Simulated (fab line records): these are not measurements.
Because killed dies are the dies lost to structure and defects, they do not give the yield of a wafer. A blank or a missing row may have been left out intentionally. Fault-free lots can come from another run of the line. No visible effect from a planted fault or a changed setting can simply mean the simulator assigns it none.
What tool caused it? -- flow n5-finfet -- 24 lots with 72 wafers sampled at 6 steps, on a route of 1938 steps

== WHAT THE GAUGES SHOWED, per wafer ==
N5_BEOL_M10_CD_MEAS_18: pitch 140 nm, target cd 70 nm. Usual: 69.3 nm for cd-nm, sd 0.75.
lot,measured,on,cd-nm (nm),flag
L075,day 10 09:17,cd-sem-01,69.1 69.9 69.1,
L074,day 10 10:12,cd-sem-01,69.6 69.2 68.5,
L077,day 10 16:59,cd-sem-03,69.8 70.3 71.2,
L078,day 10 18:04,cd-sem-02,68.9 69.6 69.9,
L079,day 10 23:10,cd-sem-01,69.8 68.9 70.1,
L076,day 11 03:11,cd-sem-03,69.2 68.5 69.6,
L081,day 11 07:46,cd-sem-02,68.4 68.1 68.8,
L080,day 11 11:16,cd-sem-01,69.4 68.9 69.0,
L082,day 11 20:46,cd-sem-03,68.0 69.0 68.9,
L083,day 12 03:38,cd-sem-03,70.3 70.1 70.2,
L084,day 12 13:10,cd-sem-02,69.4 69.6 68.8,
L085,day 12 20:53,cd-sem-01,69.1 68.7 69.6,
L087,day 12 23:19,cd-sem-01,68.9 68.4 68.9,
L088,day 13 07:06,cd-sem-01,69.8 69.4 69.9,
L086,day 13 10:32,cd-sem-03,69.4 68.8 68.4,
L089,day 13 17:34,cd-sem-02,70.0 69.6 69.6,
L091,day 14 01:50,cd-sem-01,68.6 68.7 68.4,
L090,day 14 02:25,cd-sem-01,69.7 70.6 70.7,
L093,day 14 11:35,cd-sem-01,70.4 70.1 68.2,
L092,day 14 20:19,cd-sem-01,70.3 70.7 70.6,
L094,day 15 02:27,cd-sem-01,68.7 68.0 68.8,
L095,day 15 03:00,cd-sem-02,69.3 69.4 68.9,
L096,day 15 09:51,cd-sem-01,70.3 69.8 68.8,
L097,day 15 13:52,cd-sem-01,68.8 69.9 68.5,

N5_BEOL_M10_CD_MEAS_35: the cd target is 70 nm. Usual: 69.3 nm for cd-nm, sd 0.8.
lot,measured,on,cd-nm (nm),flag
L075,day 10 10:47,cd-sem-02,68.6 69.8 68.7,
L074,day 10 12:38,cd-sem-02,69.2 68.8 68.0,
L077,day 10 18:30,cd-sem-03,69.4 70.4 70.3,
L078,day 10 19:22,cd-sem-02,69.0 69.7 69.9,
L079,day 11 02:09,cd-sem-01,69.7 69.0 69.7,
L076,day 11 07:53,cd-sem-02,68.6 68.3 69.5,
L081,day 11 09:56,cd-sem-02,69.0 68.2 68.8,
L080,day 11 13:16,cd-sem-02,69.6 68.8 68.6,
L082,day 11 21:51,cd-sem-03,67.6 68.9 68.7,
L083,day 12 05:02,cd-sem-03,69.9 69.8 69.8,
L084,day 12 14:39,cd-sem-03,69.8 69.8 69.0,
L085,day 12 22:34,cd-sem-01,69.5 68.5 69.6,
L087,day 13 00:31,cd-sem-03,69.0 68.8 68.8,
L088,day 13 09:13,cd-sem-03,69.8 69.5 70.3,
L086,day 13 11:48,cd-sem-02,70.0 68.7 68.3,
L089,day 13 21:44,cd-sem-03,70.3 69.8 69.7,
L091,day 14 05:05,cd-sem-02,68.5 68.8 68.9,
L090,day 14 04:35,cd-sem-01,70.1 70.6 71.1,
L093,day 14 13:25,cd-sem-01,70.2 70.3 68.2,
L092,day 14 22:14,cd-sem-01,70.1 70.6 70.9,
L094,day 15 04:54,cd-sem-01,68.8 67.8 68.6,
L095,day 15 04:26,cd-sem-02,69.4 69.0 69.2,
L096,day 15 11:21,cd-sem-01,70.5 69.4 69.0,
L097,day 15 16:23,cd-sem-02,69.1 69.9 68.7,

N5_BEOL_M11_INSPECT_13: inspects for defects (brightfield). Usual: 417 for raw-defect-count, sd 110.
lot,measured,on,raw-defect-count,flag
L075,day 10 16:42,defect-inspect-01,233 326 355,
L074,day 10 18:28,defect-inspect-02,474 535 398,
L077,day 10 22:58,defect-inspect-02,485 733 423,
L078,day 11 02:11,defect-inspect-01,374 310 265,
L079,day 11 07:50,defect-inspect-02,402 436 302,
L076,day 11 13:35,defect-inspect-02,538 818 553,
L081,day 11 16:31,defect-inspect-01,269 355 334,
L080,day 11 17:56,defect-inspect-02,385 484 744,
L082,day 12 06:14,defect-inspect-01,518 371 389,
L083,day 12 12:13,defect-inspect-02,555 428 386,
L084,day 12 19:44,defect-inspect-01,387 354 411,
L085,day 13 06:19,defect-inspect-01,340 341 317,
L087,day 13 06:29,defect-inspect-02,410 476 391,
L088,day 13 14:46,defect-inspect-02,495 443 463,
L086,day 13 17:57,defect-inspect-02,438 373 276,
L089,day 14 01:50,defect-inspect-02,648 395 588,
L091,day 14 10:46,defect-inspect-02,406 321 403,
L090,day 14 10:23,defect-inspect-01,358 437 312,
L093,day 14 19:29,defect-inspect-02,477 389 349,
L092,day 15 02:03,defect-inspect-02,430 493 413,
L094,day 15 11:09,defect-inspect-02,480 324 415,
L095,day 15 09:43,defect-inspect-01,541 425 529,
L096,day 15 16:33,defect-inspect-01,328 450 298,
L097,day 16 01:30,defect-inspect-02,376 310 367,

== TOOL THAT RAN EACH LOT (tool first, then ch and the chambers of the sampled wafers, then the start) ==
lot,N5_BEOL_M10_HM_OPEN_17,N5_BEOL_M10_ETCH_65,N5_BEOL_M11_PECVD_70
L075,"rie-metal-02 ch 0, day 10 09:01","rie-diel-05 ch 0,2,3, day 10 10:10","pecvd-02 ch 0,1,2, day 10 15:45"
L074,"rie-metal-02 ch 0, day 10 09:53","rie-diel-05 ch 0,1,3, day 10 12:01","pecvd-01 ch 0,2, day 10 16:47"
L077,"rie-metal-02 ch 0, day 10 16:45","rie-diel-01 ch 1,2, day 10 17:53","pecvd-02 ch 0,1,2, day 10 21:30"
L078,"rie-metal-02 ch 0, day 10 17:49","rie-diel-01 ch 1,2, day 10 18:45","pecvd-02 ch 0,1, day 10 23:56"
L079,"rie-metal-01 ch 0, day 10 22:54","rie-diel-05 ch 0,3, day 11 01:32","pecvd-02 ch 1,2, day 11 06:56"
L076,"rie-metal-03 ch 0, day 11 02:55","rie-diel-01 ch 0,1,3, day 11 07:17","pecvd-01 ch 0,1,2, day 11 12:28"
L081,"rie-metal-02 ch 0,1, day 11 07:32","rie-diel-01 ch 1,3, day 11 09:17","pecvd-01 ch 1,2, day 11 14:54"
L080,"rie-metal-02 ch 0, day 11 10:58","rie-diel-03 ch 1,2,3, day 11 12:38","pecvd-03 ch 0,2, day 11 16:47"
L082,"rie-metal-03 ch 0,1, day 11 20:35","rie-diel-03 ch 0,1,2, day 11 21:14","pecvd-01 ch 1,2, day 12 04:37"
L083,"rie-metal-03 ch 0,1, day 12 03:26","rie-diel-05 ch 0,1,3, day 12 04:26","pecvd-02 ch 0,1, day 12 08:53"
L084,"rie-metal-02 ch 0,1, day 12 12:59","rie-diel-05 ch 1,2, day 12 14:02","pecvd-01 ch 1,2, day 12 18:33"
L085,"rie-metal-03 ch 0,1, day 12 20:43","rie-diel-05 ch 0,1,2, day 12 21:55","pecvd-02 ch 0,1,2, day 13 02:44"
L087,"rie-metal-01 ch 0,1, day 12 23:05","rie-diel-05 ch 1,2, day 12 23:53","pecvd-01 ch 0,2, day 13 03:37"
L088,"rie-metal-02 ch 0,1, day 13 06:53","rie-diel-03 ch 1,2,3, day 13 08:37","pecvd-01 ch 1,2, day 13 12:11"
L086,"rie-metal-03 ch 0,1, day 13 10:19","rie-diel-05 ch 0,2,3, day 13 11:11","pecvd-03 ch 0,2, day 13 16:04"
L089,"rie-metal-02 ch 1, day 13 17:22","rie-diel-03 ch 0,2,3, day 13 20:56","pecvd-01 ch 0,1,2, day 14 00:50"
L091,"rie-metal-03 ch 0,1, day 14 01:39","rie-diel-01 ch 2,3, day 14 04:28","pecvd-02 ch 1,2, day 14 08:08"
L090,"rie-metal-03 ch 0,1, day 14 02:16","rie-diel-03 ch 0,1, day 14 03:58","pecvd-01 ch 1,2, day 14 07:21"
L093,"rie-metal-03 ch 0,1, day 14 11:24","rie-diel-03 ch 0,1,3, day 14 12:49","pecvd-02 ch 0,1,2, day 14 17:07"
L092,"rie-metal-02 ch 0,1, day 14 20:06","rie-diel-05 ch 0,3, day 14 21:38","pecvd-03 ch 1,2, day 15 01:26"
L094,"rie-metal-01 ch 0,1, day 15 02:05","rie-diel-05 ch 0,2, day 15 04:17","pecvd-02 ch 0,1,2, day 15 10:16"
L095,"rie-metal-01 ch 0, day 15 02:47","rie-diel-05 ch 0,2, day 15 03:50","pecvd-02 ch 0,1,2, day 15 07:36"
L096,"rie-metal-03 ch 0,1, day 15 09:40","rie-diel-03 ch 0,2, day 15 10:44","pecvd-01 ch 0,2, day 15 15:20"
L097,"rie-metal-03 ch 0,1, day 15 13:41","rie-diel-05 ch 0,2, day 15 15:47","pecvd-01 ch 0,2, day 15 20:34"
- N5_BEOL_M10_HM_OPEN_17: chemistry Cl2/BCl3, target TiN, target depth 20 nm, overetch 6 nm.
- N5_BEOL_M10_ETCH_65: etches SiARC in CF4, target depth 39 nm, time 65 s.
- N5_BEOL_M11_PECVD_70: deposits SiO2 from TEOS/O2, target thk 20 nm, time 22.7 s.

== WHAT THE TOOLS THEMSELVES READ (means of the sampled wafers that have a number; where no wafer has one, the mark that the record gives instead) ==
N5_BEOL_M10_HM_OPEN_17. Usual: drypump-motor-current-A 5.8 A, standard deviation 0.39; oes-product-au 0.67 a.u., standard deviation 0.072; throttle-valve-pct 22.14 %, standard deviation 0.23.
lot,tool,drypump-motor-current-A (A),oes-product-au (a.u.),throttle-valve-pct (%),flag
L075,rie-metal-02,6.0,0.66,22.15,
L074,rie-metal-02,6.0,0.65,22.15,
L077,rie-metal-02,6.0,0.65,22.14,
L078,rie-metal-02,6.0,0.65,22.14,
L079,rie-metal-01,6.4,0.63,22.10,
L076,rie-metal-03,5.6,0.59,22.39,
L081,rie-metal-02,5.5,0.77,22.14,
L080,rie-metal-02,6.0,0.65,22.15,
L082,rie-metal-03,5.8,0.68,21.95,
L083,rie-metal-03,5.7,0.64,22.19,
L084,rie-metal-02,5.8,0.69,22.17,
L085,rie-metal-03,5.7,0.64,22.17,
L087,rie-metal-01,6.4,0.68,22.15,
L088,rie-metal-02,5.7,0.68,22.17,
L086,rie-metal-03,5.8,0.68,21.94,
L089,rie-metal-02,5.1,0.77,22.17,
L091,rie-metal-03,5.7,0.62,22.19,
L090,rie-metal-03,5.8,0.68,21.94,
L093,rie-metal-03,5.8,0.67,21.96,
L092,rie-metal-02,5.7,0.67,22.18,
L094,rie-metal-01,6.5,0.70,22.22,
L095,rie-metal-01,6.4,0.61,22.11,
L096,rie-metal-03,5.7,0.67,21.96,
L097,rie-metal-03,5.7,0.62,22.19,

N5_BEOL_M10_ETCH_65. Usual: drypump-motor-current-A 5.7 A, standard deviation 0.41; etch-rf-on-time-s 64.7 s, standard deviation 1.5; oes-product-au 0.68 a.u., standard deviation 0.068; rf-vpp-V 184.3 V, standard deviation 1.1; showerhead-plenum-p-Torr 2.15 Torr, standard deviation 0.061; throttle-valve-pct 15.6 %, standard deviation 0.31.
lot,tool,drypump-motor-current-A (A),etch-rf-on-time-s (s),oes-product-au (a.u.),rf-vpp-V (V),showerhead-plenum-p-Torr (Torr),throttle-valve-pct (%),flag
L075,rie-diel-05,5.7,66.1,0.62,184.7,2.18,15.6,
L074,rie-diel-05,5.5,64.7,0.64,185.0,2.16,15.7,
L077,rie-diel-01,5.7,62.5,0.70,183.9,2.15,15.5,
L078,rie-diel-01,5.7,63.5,0.65,184.2,2.12,15.8,
L079,rie-diel-05,5.6,66.0,0.65,185.5,2.20,15.4,
L076,rie-diel-01,5.3,62.1,0.72,184.0,2.11,15.4,
L081,rie-diel-01,5.3,63.4,0.71,183.5,2.10,15.5,
L080,rie-diel-03,6.1,64.3,0.71,183.8,2.14,15.6,
L082,rie-diel-03,6.0,63.4,0.76,183.9,2.15,15.4,
L083,rie-diel-05,5.5,65.3,0.62,183.7,2.16,15.7,
L084,rie-diel-05,5.9,66.2,0.74,184.8,2.16,15.6,
L085,rie-diel-05,5.7,66.3,0.68,183.9,2.18,15.6,
L087,rie-diel-05,6.0,66.3,0.73,183.8,2.16,15.6,
L088,rie-diel-03,6.1,64.6,0.70,183.7,2.13,15.6,
L086,rie-diel-05,5.8,65.3,0.68,185.0,2.17,15.4,
L089,rie-diel-03,5.7,63.7,0.72,185.5,2.19,15.5,
L091,rie-diel-01,5.6,64.1,0.76,183.4,2.09,15.6,
L090,rie-diel-03,6.3,64.1,0.74,183.8,2.14,15.4,
L093,rie-diel-03,5.9,64.2,0.72,184.8,2.19,15.4,
L092,rie-diel-05,5.6,65.5,0.61,184.2,2.15,15.7,
L094,rie-diel-05,6.0,66.1,0.71,184.6,2.19,15.4,
L095,rie-diel-05,6.0,66.9,0.71,184.7,2.18,15.4,
L096,rie-diel-03,5.6,64.0,0.73,184.5,2.20,15.3,
L097,rie-diel-05,5.9,66.0,0.71,184.6,2.18,15.4,

N5_BEOL_M11_PECVD_70. Usual: heater-power-w 694 W, standard deviation 86; showerhead-plenum-p-Torr 8.73 Torr, standard deviation 0.067; throttle-valve-pct 22.7 %, standard deviation 1.3.
lot,tool,heater-power-w (W),showerhead-plenum-p-Torr (Torr),throttle-valve-pct (%),flag
L075,pecvd-02,697,8.77,22.5,
L074,pecvd-01,697,8.71,21.9,
L077,pecvd-02,678,8.78,22.6,
L078,pecvd-02,757,8.79,23.3,
L079,pecvd-02,670,8.75,21.6,
L076,pecvd-01,671,8.68,22.9,
L081,pecvd-01,686,8.67,22.9,
L080,pecvd-03,767,8.80,21.0,
L082,pecvd-01,668,8.63,23.9,
L083,pecvd-02,661,8.78,22.7,
L084,pecvd-01,656,8.64,24.0,
L085,pecvd-02,723,8.77,22.8,
L087,pecvd-01,729,8.71,22.1,
L088,pecvd-01,617,8.63,24.1,
L086,pecvd-03,720,8.79,21.1,
L089,pecvd-01,660,8.68,23.0,
L091,pecvd-02,599,8.76,21.8,
L090,pecvd-01,625,8.64,23.8,
L093,pecvd-02,657,8.77,22.8,
L092,pecvd-03,729,8.80,21.2,
L094,pecvd-02,674,8.76,22.7,
L095,pecvd-02,703,8.78,22.8,
L096,pecvd-01,710,8.73,22.0,
L097,pecvd-01,725,8.72,22.1,

== THE ANSWER, worked out from the rows above alone ==
Rule: take the mean of a lot's wafers that have a number; if it is more than 3 standard deviations from the usual mean, the lot is off. A lot without any number at a reading at which 4 lots or more have one is off too. All remaining lots with rows at the step are treated as sound. Order of review: gauges by route order, followed by the tools' own readings, for which a lot's mean as printed above is used. The first step at which some lot is off is used, and at that step the reading that is off furthest; a lot without a number counts as furthest.
Across all readings shown, no lot is off: no conclusion can be drawn from this.

== WHAT THE SIMULATOR HAD INSERTED ==
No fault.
